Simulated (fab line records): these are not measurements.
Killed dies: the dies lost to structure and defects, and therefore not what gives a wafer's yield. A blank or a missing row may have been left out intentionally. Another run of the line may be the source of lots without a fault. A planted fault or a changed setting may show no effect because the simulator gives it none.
What tool caused it?    flow n5Finfet    24 lots, 72 wafers sampled, at 6 steps of a route of 1938

== WHAT EACH GAUGE READ, for each wafer ==
N5_BEOL_M2_CD_MEAS_28: target cd 26.2 nm, target cd y 24.1 nm. Usual: 26.18 nm for cdNm, sd 0.23.
lot   measured      on        cdNm (nm)          flag
L074  day 7 03:42   cdSem-01  26.34 26.09 25.89  
L075  day 7 10:31   cdSem-01  26.11 26.76 26.31  
L077  day 7 14:08   cdSem-03  26.26 26.10 26.15  
L078  day 7 15:25   cdSem-01  26.43 26.26 26.47  
L076  day 7 17:22   cdSem-02  26.18 26.22 26.33  
L079  day 7 21:08   cdSem-03  25.56 25.69 26.09  
L080  day 7 22:07   cdSem-03  26.26 26.39 26.19  
L081  day 8 14:43   cdSem-03  26.28 26.29 25.83  
L083  day 8 22:20   cdSem-03  26.28 26.29 26.22  
L082  day 9 01:43   cdSem-02  26.02 26.20 26.05  
L084  day 9 06:04   cdSem-02  25.87 26.39 26.66  
L085  day 9 10:32   cdSem-01  26.01 26.19 26.42  
L086  day 9 16:29   cdSem-02  25.86 25.98 26.47  
L087  day 9 23:49   cdSem-03  26.03 25.91 25.77  
L089  day 10 16:02  cdSem-02  26.23 26.55 26.19  
L088  day 10 16:13  cdSem-03  26.06 26.31 26.37  
L090  day 10 21:17  cdSem-02  26.23 26.35 26.24  
L092  day 11 01:20  cdSem-01  26.13 25.89 26.14  
L091  day 11 10:01  cdSem-03  25.99 26.46 26.30  
L093  day 11 13:13  cdSem-03  26.27 26.48 26.08  
L094  day 11 16:07  cdSem-03  26.15 26.23 26.00  
L095  day 11 18:12  cdSem-03  26.04 26.47 26.54  
L096  day 11 22:48  cdSem-03  25.72 26.01 25.54  
L097  day 13 02:19  cdSem-02  26.47 26.35 26.18  

N5_BEOL_M2_OVL_MEAS_29. Usual: for V1_OVL the level is -0.2 nm and the standard deviation is 0.68.
lot   measured      on          V1_OVL (nm)     flag
L074  day 7 03:44   overlay-02  -0.2 -0.1 -1.0  
L075  day 7 10:32   overlay-02  1.1 1.3 0.4     
L077  day 7 14:10   overlay-02  0.1 -0.4 -1.3   
L078  day 7 15:27   overlay-02  -0.3 -0.3 -0.3  
L076  day 7 17:23   overlay-02  -0.6 -0.6 0.3   
L079  day 7 21:11   overlay-02  -0.2 -0.5 -0.3  
L080  day 7 22:08   overlay-02  0.7 -0.4 -1.5   
L081  day 8 14:45   overlay-01  1.5 0.1 -0.7    
L083  day 8 22:23   overlay-02  -0.5 -0.9 -0.5  
L082  day 9 01:45   overlay-02  -0.3 -1.0 -0.1  
L084  day 9 06:05   overlay-02  -0.2 0.5 -0.8   
L085  day 9 10:34   overlay-01  0.4 -0.3 -0.1   
L086  day 9 16:31   overlay-02  -0.2 -0.1 -0.9  
L087  day 9 23:52   overlay-02  -0.4 -0.7 -0.7  
L089  day 10 16:05  overlay-02  0.0 -0.6 0.1    
L088  day 10 16:15  overlay-02  0.4 1.1 -0.3    
L090  day 10 21:19  overlay-02  -0.2 0.2 0.0    
L092  day 11 01:22  overlay-01  0.7 -0.1 0.0    
L091  day 11 10:02  overlay-01  -1.5 -1.0 -0.8  
L093  day 11 13:16  overlay-01  0.1 -1.2 -0.2   
L094  day 11 16:08  overlay-02  0.8 0.2 0.6     
L095  day 11 18:14  overlay-02  0.6 -0.5 -0.4   
L096  day 11 22:50  overlay-02  -0.7 -0.6 -0.7  
L097  day 13 02:20  overlay-01  0.2 1.2 1.5     

N5_BEOL_M3_CD_MEAS_18: pitch 36 nm, target cd 18 nm. Usual: 17.97 nm for cdNm, sd 0.27.
lot   measured      on        cdNm (nm)          flag
L074  day 7 17:52   cdSem-01  18.21 18.02 17.67  
L075  day 7 21:05   cdSem-01  18.00 17.70 18.26  
L077  day 8 01:07   cdSem-01  18.10 17.73 18.03  
L078  day 8 07:19   cdSem-03  17.80 17.87 18.04  
L076  day 8 02:19   cdSem-02  18.15 17.97 18.11  
L079  day 8 08:26   cdSem-02  17.67 17.57 18.11  
L080  day 8 11:15   cdSem-02  17.76 18.01 17.95  
L081  day 9 01:26   cdSem-03  18.46 17.86 17.72  
L083  day 9 08:20   cdSem-01  17.65 17.57 17.71  
L082  day 9 16:01   cdSem-03  18.11 17.77 17.64  
L084  day 10 13:50  cdSem-02  17.64 17.75 18.32  
L085  day 10 15:52  cdSem-01  18.00 17.80 17.78  
L086  day 10 16:56  cdSem-02  17.80 17.92 17.78  
L087  day 11 00:38  cdSem-02  17.90 18.64 18.44  
L089  day 11 01:32  cdSem-01  17.34 17.89 17.93  
L088  day 11 04:22  cdSem-01  18.32 17.93 17.98  
L090  day 11 04:34  cdSem-01  18.03 18.13 18.64  
L092  day 11 18:20  cdSem-03  17.93 18.10 17.89  
L091  day 11 22:31  cdSem-02  17.89 18.17 18.27  
L093  day 12 02:27  cdSem-01  17.57 17.83 17.76  
L094  day 12 04:54  cdSem-01  18.58 17.96 18.11  
L095  day 12 11:52  cdSem-03  18.07 17.87 18.30  
L096  day 12 20:34  cdSem-02  18.04 17.97 18.44  
L097  day 13 17:08  cdSem-03  18.30 17.95 17.69  

== EACH LOT AND THE TOOL THAT RAN IT (in order: tool; ch and the chambers of the sampled wafers; start) ==
lot   N5_BEOL_M2_ETCH_63                 N5_BEOL_M2_ETCH_64                 N5_BEOL_M2_DEP_57
L074  rieDiel-01 ch 0,1,3, day 7 02:55   rieDiel-01 ch 0,1,3, day 7 02:56   pecvd-03 ch 0,1,2, day 7 15:45
L075  rieDiel-04 ch 0,2,3, day 7 09:41   rieDiel-04 ch 0,2,3, day 7 09:42   pecvd-03 ch 0,1,2, day 7 18:52
L077  rieDiel-03 ch 0,2,3, day 7 13:10   rieDiel-03 ch 0,2,3, day 7 13:12   pecvd-04 ch 1,2, day 7 22:23
L078  rieDiel-03 ch 0,3, day 7 14:34     rieDiel-03 ch 0,3, day 7 14:35     pecvd-03 ch 0,1, day 8 04:37
L076  rieDiel-01 ch 0,1,3, day 7 16:22   rieDiel-01 ch 0,1,3, day 7 16:23   pecvd-01 ch 1,2, day 8 00:38
L079  rieDiel-03 ch 1,2,3, day 7 20:19   rieDiel-03 ch 1,2,3, day 7 20:20   pecvd-01 ch 0,1,2, day 8 06:28
L080  rieDiel-04 ch 0,2, day 7 21:25     rieDiel-04 ch 0,2, day 7 21:26     pecvd-01 ch 0,1,2, day 8 09:47
L081  rieDiel-01 ch 0,2,3, day 8 14:01   rieDiel-01 ch 0,2,3, day 8 14:02   pecvd-03 ch 1,2, day 8 21:24
L083  rieDiel-03 ch 1,2,3, day 8 21:29   rieDiel-03 ch 1,2,3, day 8 21:31   pecvd-04 ch 0,1,2, day 9 05:40
L082  rieDiel-01 ch 0,2, day 9 01:01     rieDiel-01 ch 0,2, day 9 01:03     pecvd-03 ch 0,1,2, day 9 10:20
L084  rieDiel-03 ch 0,1,3, day 9 05:22   rieDiel-03 ch 0,1,3, day 9 05:23   pecvd-03 ch 0,1, day 10 10:29
L085  rieDiel-01 ch 1,2, day 9 09:43     rieDiel-01 ch 1,2, day 9 09:44     pecvd-01 ch 0,2, day 10 14:07
L086  rieDiel-04 ch 0,2,3, day 9 15:35   rieDiel-04 ch 0,2,3, day 9 15:37   pecvd-04 ch 2, day 10 15:22
L087  rieDiel-03 ch 1,3, day 9 22:59     rieDiel-03 ch 1,3, day 9 23:01     pecvd-04 ch 0,1, day 10 20:25
L089  rieDiel-01 ch 0,1,3, day 10 15:20  rieDiel-01 ch 0,1,3, day 10 15:22  pecvd-04 ch 0,1, day 10 23:56
L088  rieDiel-03 ch 0,2, day 10 15:31    rieDiel-03 ch 0,2, day 10 15:32    pecvd-01 ch 0,1,2, day 11 03:01
L090  rieDiel-03 ch 1,2,3, day 10 20:27  rieDiel-03 ch 1,2,3, day 10 20:29  pecvd-04 ch 0,1,2, day 11 03:20
L092  rieDiel-01 ch 1,2,3, day 11 00:24  rieDiel-01 ch 1,2,3, day 11 00:26  pecvd-01 ch 0,1,2, day 11 17:00
L091  rieDiel-01 ch 0,3, day 11 09:16    rieDiel-01 ch 0,3, day 11 09:17    pecvd-01 ch 0,1,2, day 11 20:39
L093  rieDiel-01 ch 0,2,3, day 11 12:26  rieDiel-01 ch 0,2,3, day 11 12:28  pecvd-04 ch 0,2, day 11 22:26
L094  rieDiel-04 ch 1,3, day 11 15:19    rieDiel-04 ch 1,3, day 11 15:21    pecvd-04 ch 0,1,2, day 12 02:44
L095  rieDiel-04 ch 1,3, day 11 17:28    rieDiel-04 ch 1,3, day 11 17:29    pecvd-01 ch 1,2, day 12 10:01
L096  rieDiel-03 ch 2,3, day 11 22:06    rieDiel-03 ch 2,3, day 11 22:08    pecvd-01 ch 0,1, day 12 18:58
L097  rieDiel-01 ch 1,2, day 13 01:37    rieDiel-01 ch 1,2, day 13 01:38    pecvd-01 ch 0,1,2, day 13 15:50
- N5_BEOL_M2_ETCH_63: etches SiARC in CF4, target depth 15.6 nm, time 26 s.
- N5_BEOL_M2_ETCH_64: etches SOC in N2/H2, target depth 75 nm, overetch 22.5 nm, time 121.9 s.
- N5_BEOL_M2_DEP_57: deposits SiCN from 3MS/NH3, target thk 8 nm, time 14 s.

== AS READ BY THE TOOLS THEMSELVES (means over the sampled wafers that have a number; for cases with no such wafer, the mark the record gives instead) ==
N5_BEOL_M2_ETCH_63. Usual: value, then standard deviation, for each; biasW 36.00 W / 0.11; drypumpMotorCurrentA 5.8 A / 0.36; etchRfOnTimeS 25.9 s / 0.49; oesProductAu 0.67 a.u. / 0.067; rfVppV 183.6 V / 1.2; showerheadPlenumPTorr 2.12 Torr / 0.07; throttleValvePct 15.64 % / 0.26.
lot   tool        biasW (W)  drypumpMotorCurrentA (A)  etchRfOnTimeS (s)  oesProductAu (a.u.)  rfVppV (V)  showerheadPlenumPTorr (Torr)  throttleValvePct (%)  flag
L074  rieDiel-01  35.97      5.9                       25.8               0.66                 182.9       2.09                          15.57                 
L075  rieDiel-04  36.02      5.6                       26.2               0.70                 184.4       2.20                          15.63                 
L077  rieDiel-03  35.99      5.5                       25.9               0.64                 184.1       2.13                          15.88                 
L078  rieDiel-03  35.85      5.6                       26.1               0.63                 184.0       2.07                          15.86                 
L076  rieDiel-01  36.01      5.9                       25.9               0.66                 183.8       2.08                          15.56                 
L079  rieDiel-03  35.93      5.9                       25.5               0.71                 183.7       2.13                          15.64                 
L080  rieDiel-04  36.13      5.6                       25.9               0.67                 184.5       2.18                          15.77                 
L081  rieDiel-01  36.01      6.0                       26.1               0.66                 183.7       2.09                          15.53                 
L083  rieDiel-03  36.02      5.9                       25.5               0.70                 183.5       2.13                          15.65                 
L082  rieDiel-01  36.14      6.1                       26.9               0.62                 183.4       2.10                          15.46                 
L084  rieDiel-03  35.95      5.8                       25.6               0.75                 183.3       2.09                          15.48                 
L085  rieDiel-01  36.01      6.0                       26.2               0.58                 183.2       2.11                          15.69                 
L086  rieDiel-04  36.03      5.6                       26.3               0.69                 184.5       2.19                          15.68                 
L087  rieDiel-03  36.00      6.2                       25.7               0.74                 184.0       2.09                          15.43                 
L089  rieDiel-01  35.99      5.9                       25.9               0.64                 183.2       2.08                          15.62                 
L088  rieDiel-03  36.03      5.4                       25.9               0.68                 184.2       2.18                          15.80                 
L090  rieDiel-03  35.98      5.9                       25.9               0.68                 182.7       2.12                          15.68                 
L092  rieDiel-01  36.00      5.9                       26.0               0.60                 183.1       2.10                          15.72                 
L091  rieDiel-01  36.02      5.9                       25.6               0.67                 183.4       2.06                          15.49                 
L093  rieDiel-01  35.97      6.0                       25.6               0.64                 183.3       2.08                          15.59                 
L094  rieDiel-04  35.93      5.9                       26.4               0.69                 185.1       2.26                          15.65                 
L095  rieDiel-04  36.06      5.9                       26.2               0.71                 185.2       2.27                          15.60                 
L096  rieDiel-03  35.96      5.8                       25.8               0.63                 183.8       2.11                          15.93                 
L097  rieDiel-01  36.03      6.1                       26.4               0.65                 182.7       2.11                          15.51                 

N5_BEOL_M2_ETCH_64. Usual: biasW 149.9 W, standard deviation 0.46; drypumpMotorCurrentA 5.8 A, standard deviation 0.36; oesProductAu 0.59 a.u., standard deviation 0.055; rfVppV 523.3 V, standard deviation 2.5; showerheadPlenumPTorr 2.52 Torr, standard deviation 0.086; throttleValvePct 17.85 %, standard deviation 0.24.
lot   tool        biasW (W)  drypumpMotorCurrentA (A)  oesProductAu (a.u.)  rfVppV (V)  showerheadPlenumPTorr (Torr)  throttleValvePct (%)  flag
L074  rieDiel-01  150.0      5.9                       0.59                 522.2       2.48                          17.79                 
L075  rieDiel-04  149.8      5.6                       0.63                 524.8       2.60                          17.78                 
L077  rieDiel-03  149.7      5.5                       0.56                 523.9       2.53                          18.11                 
L078  rieDiel-03  149.6      5.6                       0.56                 521.2       2.46                          18.12                 
L076  rieDiel-01  149.6      5.9                       0.58                 522.1       2.48                          17.80                 
L079  rieDiel-03  150.1      6.0                       0.63                 524.1       2.53                          17.87                 
L080  rieDiel-04  149.9      5.6                       0.60                 525.2       2.58                          17.91                 
L081  rieDiel-01  149.8      6.0                       0.58                 522.0       2.48                          17.77                 
L083  rieDiel-03  150.3      5.9                       0.62                 523.9       2.53                          17.88                 
L082  rieDiel-01  149.8      6.2                       0.57                 522.7       2.50                          17.72                 
L084  rieDiel-03  149.8      5.8                       0.66                 521.8       2.48                          17.75                 
L085  rieDiel-01  150.6      6.0                       0.53                 522.8       2.51                          17.84                 
L086  rieDiel-04  150.1      5.6                       0.61                 526.2       2.59                          17.80                 
L087  rieDiel-03  149.9      6.2                       0.66                 522.1       2.48                          17.66                 
L089  rieDiel-01  149.8      5.9                       0.56                 522.0       2.47                          17.84                 
L088  rieDiel-03  149.7      5.4                       0.61                 524.5       2.60                          17.98                 
L090  rieDiel-03  149.9      5.9                       0.61                 522.7       2.52                          17.90                 
L092  rieDiel-01  150.0      6.0                       0.54                 522.7       2.49                          17.91                 
L091  rieDiel-01  149.8      6.0                       0.60                 521.0       2.44                          17.76                 
L093  rieDiel-01  149.9      6.0                       0.56                 522.1       2.46                          17.83                 
L094  rieDiel-04  149.7      5.8                       0.62                 527.6       2.69                          17.83                 
L095  rieDiel-04  149.6      6.0                       0.62                 527.7       2.69                          17.84                 
L096  rieDiel-03  150.2      5.8                       0.56                 523.1       2.49                          18.15                 
L097  rieDiel-01  149.6      6.1                       0.58                 521.9       2.50                          17.73                 

N5_BEOL_M2_DEP_57. Usual: showerheadPlenumPTorr 3.667 Torr, standard deviation 0.0091; throttleValvePct 9.1 %, standard deviation 0.51.
lot   tool      showerheadPlenumPTorr (Torr)  throttleValvePct (%)  flag
L074  pecvd-03  3.670                         9.3                   
L075  pecvd-03  3.671                         9.4                   
L077  pecvd-04  3.660                         8.8                   
L078  pecvd-03  3.679                         9.4                   
L076  pecvd-01  3.674                         9.2                   
L079  pecvd-01  3.665                         8.9                   
L080  pecvd-01  3.660                         9.0                   
L081  pecvd-03  3.674                         9.7                   
L083  pecvd-04  3.659                         9.2                   
L082  pecvd-03  3.669                         9.3                   
L084  pecvd-03  3.675                         9.4                   
L085  pecvd-01  3.660                         8.8                   
L086  pecvd-04  3.654                         8.6                   
L087  pecvd-04  3.665                         9.7                   
L089  pecvd-04  3.673                         9.2                   
L088  pecvd-01  3.665                         8.9                   
L090  pecvd-04  3.661                         9.3                   
L092  pecvd-01  3.668                         8.9                   
L091  pecvd-01  3.666                         8.9                   
L093  pecvd-04  3.658                         9.9                   
L094  pecvd-04  3.663                         9.1                   
L095  pecvd-01  3.671                         9.0                   
L096  pecvd-01  3.668                         8.9                   
L097  pecvd-01  3.668                         9.1                   

== THE ANSWER, worked out from the rows above alone ==
Rule: a lot counts as off when the mean over its wafers that have a number is more than 3 standard deviations away from the usual mean. Also off: a lot with no number at a reading for which 4 or more lots have one. Any other lot the step has rows for is counted as sound. Order of review: gauges by route order, followed by the tools' own readings, for which a lot's mean as printed above is used. At the first step where some lot is off, the reading lying furthest off is the one used; lots without a number count as furthest.
None of the lots is off at any reading shown; this tells nothing.

== WHAT THE SIMULATOR HAD PUT IN ==
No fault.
